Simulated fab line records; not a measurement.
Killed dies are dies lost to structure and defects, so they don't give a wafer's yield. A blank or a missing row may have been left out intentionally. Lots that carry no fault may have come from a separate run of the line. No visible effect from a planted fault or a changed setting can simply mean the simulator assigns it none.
fab line records | flow n5_finfet
record lots=9 | wafers=27 | last_day=17
route steps=1938 shown BEOL_M1@835 BEOL_M2@873 BEOL_M4@1111
lots untouched by any fault: they come from a run of this same line in which no faults occurred
start_h: hours from the record's opening day to when the first of the lot's shown wafers began | wait_h: hours elapsed since this lot's preceding step | " as in the row above | L1.1+2: several wafers, shown together as one row | - no value, or no start given | * or withheld: withheld | < > ~ a bound
route shown NAME@n: names a module that has steps shown in the file, with the first one's number in the route | usual: mean/standard deviation taken from wafers without a fault | same: alike in all rows | chamber/n: place in a boat | sites: per-site readings | _std_site: the standard deviation of these | _edge_site: the outer-site mean with the inner-site mean subtracted | radius_mm: for every site, how far away it sits from the centre of the wafer | mask NAME#n: copy n | behind: the tool/chamber that last shaped the wafer | hold: cause of the lot's hold/its duration in hours/its outcome | device: whichever transistor did not switch (one of n, p or np) | end of line: the same wafers' tests at the end of the route | a step with no rows: only its recipe | killed: count of dies lost to structure and defects at first sort (not the wafer's yield) | map: a wafer's dies, x killed, . not, _ none there
set.NAME: the setting that was run; set.NAME@STEP: the one run at that earlier step | model.NAME: the simulator's own value behind a step, which no gauge read
the route's steps for a sample of lots (tables are steps, rows are wafers)
services: from which hour (start_h, from the record's first day; less than 0 if before it) a tool's chamber was out of use, for how many hours, and why
## steps
# step N5_BEOL_M1_PRE_CLEAN_60
# recipe gas=NH3/H2 | time_s=15 | temp_c=* | rf_power_w=300
# usual heater_power_w=78/22
lot.wafer | tool      | chamber | start_h | wait_h | heater_power_w
L863.1    | cvd_co-01 | 2       | 133.24  | 0.0    | 76
L863.4    | "         | 2       | "       | "      | 73
L863.6    | "         | 0       | "       | "      | 84
L864.1    | cvd_co-01 | 0       | 142.93  | 0.0    | 84
L864.4    | "         | 0       | "       | "      | 84
L864.5    | "         | 2       | "       | "      | 76
L865.2    | cvd_co-02 | 2       | 144.77  | 0.0    | 51
L865.3    | "         | 0       | "       | "      | 112
L865.5    | "         | 1       | "       | "      | 68
L870.1    | cvd_co-02 | 1       | 185.12  | 0.1    | 68
L870.4    | "         | 2       | "       | "      | 51
L870.5    | "         | 1       | "       | "      | 68
L869.2    | cvd_co-01 | 0       | 185.72  | 0.0    | 83
L869.3    | "         | 2       | "       | "      | 74
L869.6    | "         | 1       | "       | "      | 68
L872.1    | cvd_co-02 | 0       | 188.02  | 0.0    | 109
L872.4    | "         | 2       | "       | "      | 52
L872.6    | "         | 0       | "       | "      | 113
L878.3    | cvd_co-01 | 1       | 221.96  | 0.0    | 66
L878.4    | "         | 0       | "       | "      | 83
L878.6    | "         | 1       | "       | "      | 67
L880.2    | cvd_co-02 | 0       | 241.27  | 0.0    | 110
L880.3    | "         | 2       | "       | "      | 50
L880.4    | "         | 2       | "       | "      | 52
L882.2    | cvd_co-02 | 0       | 259.15  | 0.0    | 110
L882.3    | "         | 1       | "       | "      | 67
L882.4    | "         | 0       | "       | "      | 113
# step N5_BEOL_M2_EXPOSE_25
# recipe mask_id=V1 | na=0.33 | source_shape=quasar | sigma_inner=0.2 | sigma_outer=0.8 | polarization=unpolarized | defocus_nm=5 | dose_mj=63
# usual exposure_dose_mJ_cm2=63.2/0.55 | stage_msd_nm=0.827/0.013
# same sigma_inner=0.2
lot.wafer | tool           | chamber | start_h | wait_h | mask | exposure_dose_mJ_cm2 | stage_msd_nm
L863.1    | euv_scanner-01 | 0       | 136.24  | -      | V1#0 | 62.8                 | 0.825
L863.4    | "              | 0       | "       | "      | V1#0 | 62.8                 | 0.823
L863.6    | "              | 0       | "       | "      | V1#0 | 62.8                 | 0.823
L864.1    | euv_scanner-01 | 0       | 146.51  | -      | V1#0 | 62.7                 | 0.827
L864.4    | "              | 0       | "       | "      | V1#0 | 62.8                 | 0.824
L864.5    | "              | 0       | "       | "      | V1#0 | 62.7                 | 0.825
L865.2    | euv_scanner-01 | 0       | 147.02  | -      | V1#0 | 62.8                 | 0.826
L865.3    | "              | 0       | "       | "      | V1#0 | 62.9                 | 0.826
L865.5    | "              | 0       | "       | "      | V1#0 | 62.7                 | 0.828
L870.1    | euv_scanner-01 | 0       | 189.45  | -      | V1#0 | 62.7                 | 0.820
L870.4    | "              | 0       | "       | "      | V1#0 | 62.6                 | 0.824
L870.5    | "              | 0       | "       | "      | V1#0 | 62.7                 | 0.824
L869.2    | euv_scanner-02 | 0       | 189.98  | -      | V1#0 | 63.8                 | 0.842
L869.3    | "              | 0       | "       | "      | V1#0 | 63.8                 | 0.843
L869.6    | "              | 0       | "       | "      | V1#0 | 63.8                 | 0.843
L872.1    | euv_scanner-01 | 0       | 190.87  | -      | V1#0 | 62.7                 | 0.822
L872.4    | "              | 0       | "       | "      | V1#0 | 62.9                 | 0.824
L872.6    | "              | 0       | "       | "      | V1#0 | 62.8                 | 0.823
L878.3    | euv_scanner-01 | 0       | 224.26  | -      | V1#0 | 65.9                 | 0.820
L878.4    | "              | 0       | "       | "      | V1#0 | 66.0                 | 0.823
L878.6    | "              | 0       | "       | "      | V1#0 | 66.0                 | 0.819
L880.2    | euv_scanner-02 | 0       | 243.25  | -      | V1#0 | 63.9                 | 0.820
L880.3    | "              | 0       | "       | "      | V1#0 | 63.9                 | 0.821
L880.4    | "              | 0       | "       | "      | V1#0 | 63.9                 | 0.817
L882.2    | euv_scanner-02 | 0       | 262.05  | -      | V1#0 | 63.8                 | 0.808
L882.3    | "              | 0       | "       | "      | V1#0 | 63.8                 | 0.812
L882.4    | "              | 0       | "       | "      | V1#0 | 63.8                 | 0.809
# step N5_BEOL_M2_CD_MEAS_28
# recipe target_cd_nm=26.2 | landing_energy_ev=500 | detector=se_inlens | target_cd_y_nm=24.1 | polarity=opening
# usual cd_nm=26.24/0.24
lot.wafer | tool      | chamber | start_h | wait_h | cd_nm
L863.1    | cd_sem-02 | 0       | 136.39  | -      | 25.97
L863.4    | "         | 0       | "       | "      | 25.73
L863.6    | "         | 0       | "       | "      | 26.01
L864.1    | cd_sem-01 | 0       | 146.66  | -      | 26.26
L864.4    | "         | 0       | "       | "      | 26.49
L864.5    | "         | 0       | "       | "      | 26.02
L865.2    | cd_sem-01 | 0       | 147.15  | -      | 26.30
L865.3    | "         | 0       | "       | "      | 26.37
L865.5    | "         | 0       | "       | "      | 26.41
L870.1    | cd_sem-02 | 0       | 189.60  | -      | 25.71
L870.4    | "         | 0       | "       | "      | 26.05
L870.5    | "         | 0       | "       | "      | 26.06
L869.2    | cd_sem-02 | 0       | 190.12  | -      | 26.48
L869.3    | "         | 0       | "       | "      | 26.06
L869.6    | "         | 0       | "       | "      | 26.29
L872.1    | cd_sem-01 | 0       | 191.01  | -      | 26.59
L872.4    | "         | 0       | "       | "      | 26.41
L872.6    | "         | 0       | "       | "      | 26.44
L878.3    | cd_sem-01 | 0       | 224.39  | -      | 27.46
L878.4    | "         | 0       | "       | "      | 26.86
L878.6    | "         | 0       | "       | "      | 27.44
L880.2    | cd_sem-03 | 0       | 243.38  | -      | 26.32
L880.3    | "         | 0       | "       | "      | 26.09
L880.4    | "         | 0       | "       | "      | 25.91
L882.2    | cd_sem-03 | 0       | 262.19  | -      | 25.96
L882.3    | "         | 0       | "       | "      | 26.23
L882.4    | "         | 0       | "       | "      | 26.28
# step N5_BEOL_M2_OVL_MEAS_29
# recipe points_per_wafer=522
# usual V1_OVL=-0.3/0.7
lot.wafer | tool       | chamber | start_h | wait_h | V1_OVL[nm]
L863.1    | overlay-02 | 0       | 136.42  | 0.0    | -0.5
L863.4    | "          | 0       | "       | "      | -0.7
L863.6    | "          | 0       | "       | "      | -1.4
L864.1    | overlay-02 | 0       | 146.69  | 0.0    | 1.1
L864.4    | "          | 0       | "       | "      | -1.5
L864.5    | "          | 0       | "       | "      | 0.1
L865.2    | overlay-02 | 0       | 147.19  | 0.0    | -0.2
L865.3    | "          | 0       | "       | "      | -0.5
L865.5    | "          | 0       | "       | "      | -0.3
L870.1    | overlay-02 | 0       | 189.63  | 0.0    | -1.9
L870.4    | "          | 0       | "       | "      | 0.1
L870.5    | "          | 0       | "       | "      | -0.9
L869.2    | overlay-01 | 0       | 190.15  | 0.0    | 0.5
L869.3    | "          | 0       | "       | "      | -0.3
L869.6    | "          | 0       | "       | "      | -0.5
L872.1    | overlay-01 | 0       | 191.04  | 0.0    | 0.6
L872.4    | "          | 0       | "       | "      | -0.6
L872.6    | "          | 0       | "       | "      | -0.3
L878.3    | overlay-02 | 0       | 224.43  | 0.0    | -0.6
L878.4    | "          | 0       | "       | "      | -0.8
L878.6    | "          | 0       | "       | "      | -1.3
L880.2    | overlay-02 | 0       | 243.42  | 0.0    | -0.1
L880.3    | "          | 0       | "       | "      | 0.0
L880.4    | "          | 0       | "       | "      | -1.0
L882.2    | overlay-01 | 0       | 262.22  | 0.0    | -0.1
L882.3    | "          | 0       | "       | "      | -1.1
L882.4    | "          | 0       | "       | "      | 0.2
# step N5_BEOL_M2_ETCH_77
# recipe chemistry=N2/H2 | target=underlayer | target_depth_a=65 | mask_material=CAR-EUV | time_s=5.2 | ion_energy_ev=200 | pressure_mtorr=30 | source_w=840 | bias_w=150 | n2_flow_sccm=200 | h2_flow_sccm=200 | ends=cleared
# usual drypump_motor_current_A=5.6/0.53 | etch_rf_on_time_s=5.15/0.067 | oes_product_au=0.70/0.076 | rf_vpp_V=525/3.3 | showerhead_plenum_p_Torr=2.58/0.11 | throttle_valve_pct=17.81/0.23
lot.wafer | tool        | chamber | start_h | wait_h | drypump_motor_current_A | etch_rf_on_time_s | oes_product_au | rf_hours_counter_h | rf_vpp_V | showerhead_plenum_p_Torr | throttle_valve_pct
L863.1    | rie_diel-04 | 0       | 136.88  | 0.0    | 5.3                     | 5.18              | 0.77           | 22                 | 525      | 2.49                     | 17.70
L863.4    | "           | 3       | "       | "      | 6.1                     | 5.29              | 0.58           | 240                | 519      | 2.40                     | 18.08
L863.6    | "           | 0       | "       | "      | 5.3                     | 5.21              | 0.79           | -                  | 521      | 2.49                     | 17.68
L864.1    | rie_diel-04 | 1       | 146.82  | 0.0    | 5.1                     | 5.26              | 0.78           | 11                 | 525      | 2.72                     | 17.61
L864.4    | "           | 1       | "       | "      | 5.1                     | 5.27              | 0.77           | -                  | 529      | 2.72                     | 17.57
L864.5    | "           | 2       | "       | "      | 6.1                     | 5.20              | 0.68           | -                  | 524      | 2.56                     | 17.58
L865.2    | rie_diel-04 | 0       | 147.46  | 0.0    | 5.3                     | 5.21              | 0.77           | 27                 | 522      | 2.49                     | 17.71
L865.3    | "           | 2       | "       | "      | 6.1                     | 5.15              | 0.69           | 81                 | 525      | 2.56                     | 17.57
L865.5    | "           | 1       | "       | "      | 5.1                     | 5.25              | 0.77           | -                  | 528      | 2.72                     | 17.60
L870.1    | rie_diel-01 | 3       | 189.92  | 0.0    | 6.3                     | 5.08              | 0.75           | 32                 | 521      | 2.49                     | 17.87
L870.4    | "           | 0       | "       | "      | 5.7                     | 5.23              | 0.68           | 97                 | 523      | 2.56                     | 17.65
L870.5    | "           | 2       | "       | "      | 5.3                     | 5.14              | 0.79           | -                  | 529      | 2.71                     | 17.67
L869.2    | rie_diel-03 | 0       | 190.40  | 0.0    | 5.5                     | 5.12              | 0.86           | 2                  | 521      | 2.49                     | 17.39
L869.3    | "           | 1       | "       | "      | 6.4                     | 5.11              | 0.73           | 65                 | 528      | 2.70                     | 17.89
L869.6    | "           | 1       | "       | "      | 6.5                     | 5.11              | 0.72           | -                  | 530      | 2.70                     | 17.86
L872.1    | rie_diel-04 | 1       | 191.17  | 0.0    | 5.0                     | 5.19              | 0.75           | 27                 | 526      | 2.71                     | 17.66
L872.4    | "           | 0       | "       | "      | 5.3                     | 5.13              | 0.75           | -                  | 522      | 2.48                     | 17.72
L872.6    | "           | 1       | "       | "      | 5.0                     | 5.20              | 0.76           | -                  | 528      | 2.71                     | 17.62
L878.3    | rie_diel-01 | 0       | 224.55  | 0.0    | 5.7                     | 5.26              | 0.68           | 108                | 527      | 2.55                     | 17.70
L878.4    | "           | 2       | "       | "      | 5.4                     | 5.13              | 0.75           | 33                 | 531      | 2.70                     | 17.70
L878.6    | "           | 2       | "       | "      | 5.4                     | 5.18              | 0.75           | -                  | 529      | 2.70                     | 17.67
L880.2    | rie_diel-04 | 3       | 243.54  | 0.0    | 6.1                     | 5.07              | 0.80           | 16                 | 528      | 2.71                     | 17.73
L880.3    | "           | 0       | "       | "      | 5.4                     | 5.21              | 0.72           | 62                 | 524      | 2.48                     | 17.78
L880.4    | "           | 2       | "       | "      | 6.1                     | 5.15              | 0.66           | 114                | 526      | 2.55                     | 17.65
L882.2    | rie_diel-03 | 3       | 262.34  | 0.0    | 4.8                     | 5.18              | 0.60           | 230                | 525      | 2.61                     | 18.26
L882.3    | "           | 1       | "       | "      | 6.5                     | 5.10              | 0.70           | 92                 | 526      | 2.69                     | 17.92
L882.4    | "           | 0       | "       | "      | 5.5                     | 5.09              | 0.79           | 29                 | 520      | 2.48                     | 17.44
# step N5_BEOL_M4_RC_MEAS_101
# usual DIBL_N=36.6/1.1 | DIBL_P=36.8/1.6 | IOFF_N=0.169/0.024 | IOFF_P=0.206/0.028 | ION_N=679/9.2 | ION_P=462/7 | SS_N=71.6/0.57 | SS_P=73.3/0.57 | VT_N=248.8/2.4 | VT_P=-251/3
lot.wafer | tool      | chamber | start_h | wait_h | DIBL_N[mV/V] | DIBL_P[mV/V] | IOFF_N[nA/um] | IOFF_P[nA/um] | ION_N[uA/um] | ION_P[uA/um] | SS_N[mV/dec] | SS_P[mV/dec] | VT_N[mV] | VT_P[mV]
L863.1    | prober-02 | 0       | 193.26  | 0.0    | 36.5         | 36.2         | 0.161         | 0.177         | 674          | 462          | 70.6         | 73.1         | 248.3    | -256
L863.4    | "         | 0       | "       | "      | 36.5         | 36.3         | 0.161         | 0.175         | 688          | 460          | 71.0         | 73.1         | 249.3    | -255
L863.6    | "         | 0       | "       | "      | 34.9         | 33.7         | 0.131         | 0.148         | 659          | 453          | 70.3         | 72.7         | 254.6    | -258
L865.2    | prober-02 | 0       | 196.26  | 0.2    | 38.0         | 36.6         | 0.222         | 0.228         | 689          | 460          | 72.8         | 73.8         | 244.6    | -247
L865.3    | "         | 0       | "       | "      | 35.2         | 33.2         | 0.158         | 0.176         | 684          | 460          | 71.6         | 72.5         | 246.5    | -251
L865.5    | "         | 0       | "       | "      | 36.1         | 34.4         | 0.171         | 0.189         | 677          | 462          | 71.7         | 73.7         | 247.0    | -251
L864.1    | prober-01 | 0       | 201.25  | 0.0    | 36.0         | 36.4         | 0.155         | 0.200         | 667          | 450          | 71.4         | 73.4         | 250.5    | -254
L864.4    | "         | 0       | "       | "      | 36.7         | 37.5         | 0.184         | 0.223         | 683          | 461          | 72.0         | 72.9         | 245.8    | -250
L864.5    | "         | 0       | "       | "      | 35.0         | 34.9         | 0.150         | 0.181         | 666          | 451          | 70.9         | 73.3         | 249.7    | -256
L870.1    | prober-01 | 0       | 229.78  | 0.0    | 35.9         | 35.2         | 0.157         | 0.194         | 667          | 455          | 71.5         | 74.3         | 252.4    | -250
L870.4    | "         | 0       | "       | "      | 34.6         | 34.0         | 0.146         | 0.183         | 668          | 458          | 71.5         | 73.1         | 249.2    | -252
L870.5    | "         | 0       | "       | "      | 35.4         | 35.5         | 0.165         | 0.200         | 667          | 457          | 72.4         | 73.9         | 248.4    | -252
L869.2    | prober-01 | 0       | 233.59  | 0.2    | 37.4         | 38.7         | 0.190         | 0.251         | 677          | 464          | 71.4         | 73.9         | 244.4    | -251
L869.3    | "         | 0       | "       | "      | 38.6         | 38.5         | 0.212         | 0.245         | 680          | 461          | 72.2         | 74.0         | 247.3    | -246
L869.6    | "         | 0       | "       | "      | 37.8         | 38.2         | 0.190         | 0.239         | 691          | 466          | 71.9         | 74.2         | 246.7    | -249
L872.1    | prober-01 | 0       | 245.23  | 0.0    | 36.7         | 35.7         | 0.153         | 0.236         | 683          | 475          | 71.3         | 72.6         | 246.7    | -247
L872.4    | "         | 0       | "       | "      | 35.7         | 33.7         | 0.143         | 0.199         | 683          | 467          | 71.4         | 72.7         | 246.6    | -253
L872.6    | "         | 0       | "       | "      | 38.2         | 38.3         | 0.195         | 0.275         | 688          | 480          | 71.7         | 73.3         | 245.8    | -246
L878.3    | prober-02 | 0       | 278.14  | 0.3    | 35.7         | 36.9         | 0.147         | 0.177         | 676          | 460          | 71.2         | 73.3         | 253.7    | -254
L878.4    | "         | 0       | "       | "      | 34.5         | 35.6         | 0.123         | 0.160         | 658          | 450          | 70.6         | 73.3         | 254.6    | -257
L878.6    | "         | 0       | "       | "      | 37.8         | 39.1         | 0.188         | 0.206         | 668          | 453          | 71.7         | 73.9         | 247.8    | -254
L880.2    | prober-02 | 0       | 299.86  | 0.2    | 37.6         | 36.6         | 0.173         | 0.171         | 673          | 447          | 71.0         | 73.9         | 248.9    | -255
L880.3    | "         | 0       | "       | "      | 38.0         | 37.1         | 0.187         | 0.183         | 680          | 453          | 72.1         | 73.8         | 248.6    | -259
L880.4    | "         | 0       | "       | "      | 36.0         | 34.8         | 0.149         | 0.158         | 673          | 451          | 71.1         | 73.6         | 251.8    | -258
L882.2    | prober-02 | 0       | 306.90  | 0.2    | 36.7         | 35.8         | 0.169         | 0.236         | 681          | 468          | 71.6         | 72.7         | 248.6    | -248
L882.3    | "         | 0       | "       | "      | 35.1         | 34.5         | 0.149         | 0.217         | 677          | 469          | 71.0         | 73.1         | 249.2    | -249
L882.4    | "         | 0       | "       | "      | 36.9         | 36.0         | 0.172         | 0.234         | 684          | 468          | 72.2         | 72.9         | 246.8    | -248
## services
tool           | chamber | start_h | hours | kind
euv_scanner-02 | -       | 119.61  | 4.6   | pm
rie_diel-01    | -       | 129.43  | 10.9  | repair
euv_scanner-02 | -       | 132.66  | 12.0  | pm
rie_diel-04    | 3       | 138.33  | 9.4   | repair
rie_diel-01    | 2       | 143.52  | 8.2   | repair
euv_scanner-01 | -       | 144.66  | 1.0   | pm
cvd_co-02      | 1       | 151.27  | 3.5   | repair
cvd_co-01      | -       | 155.57  | 2.8   | repair
cvd_co-02      | -       | 158.58  | 2.4   | repair
euv_scanner-02 | -       | 169.66  | 0.6   | repair
euv_scanner-01 | -       | 174.16  | 4.6   | pm
euv_scanner-02 | -       | 178.76  | 1.0   | pm
cvd_co-02      | -       | 179.15  | 2.8   | repair
rie_diel-04    | 3       | 182.81  | -     | clean
rie_diel-04    | 3       | 182.81  | -     | consumable_replace:focus_ring
rie_diel-04    | 3       | 182.81  | -     | consumable_replace:showerhead
rie_diel-04    | 3       | 182.81  | 17.6  | scheduled_down
euv_scanner-01 | -       | 197.73  | 1.0   | pm
cvd_co-01      | -       | 210.62  | 0.6   | repair
euv_scanner-02 | -       | 229.62  | 0.8   | repair
euv_scanner-02 | -       | 234.62  | 1.0   | pm
cvd_co-01      | -       | 239.13  | 65.6  | repair
euv_scanner-02 | -       | 253.28  | 0.4   | repair
euv_scanner-01 | -       | 253.92  | 1.0   | pm
## key
first_sign step=N5_BEOL_M2_EXPOSE_25 | reading=exposure_dose_mJ_cm2 | direction=up | sigmas=4.9 | usual=63.2 | struck=65.9
effect step=N5_BEOL_M2_CD_MEAS_28 | reading=cd_nm | direction=up | sigmas=4.3 | usual=26.24 | struck=27.25
met_at N5_BEOL_M2_EXPOSE_25
struck_lots L878
not_acting_at N5_BEOL_M1_PRE_CLEAN_60,N5_BEOL_M2_OVL_MEAS_29,N5_BEOL_M2_ETCH_77
onset_between 190.87 224.26
fault kind=process_parameter_drift | tool=euv_scanner-01 | chamber=- | onset_h=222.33 | steps=N5_BEOL_M2_EXPOSE_25 | channel=dose_mj | offset=3.1376 | shape=step | acts_in=these_recipes_only | stated=63
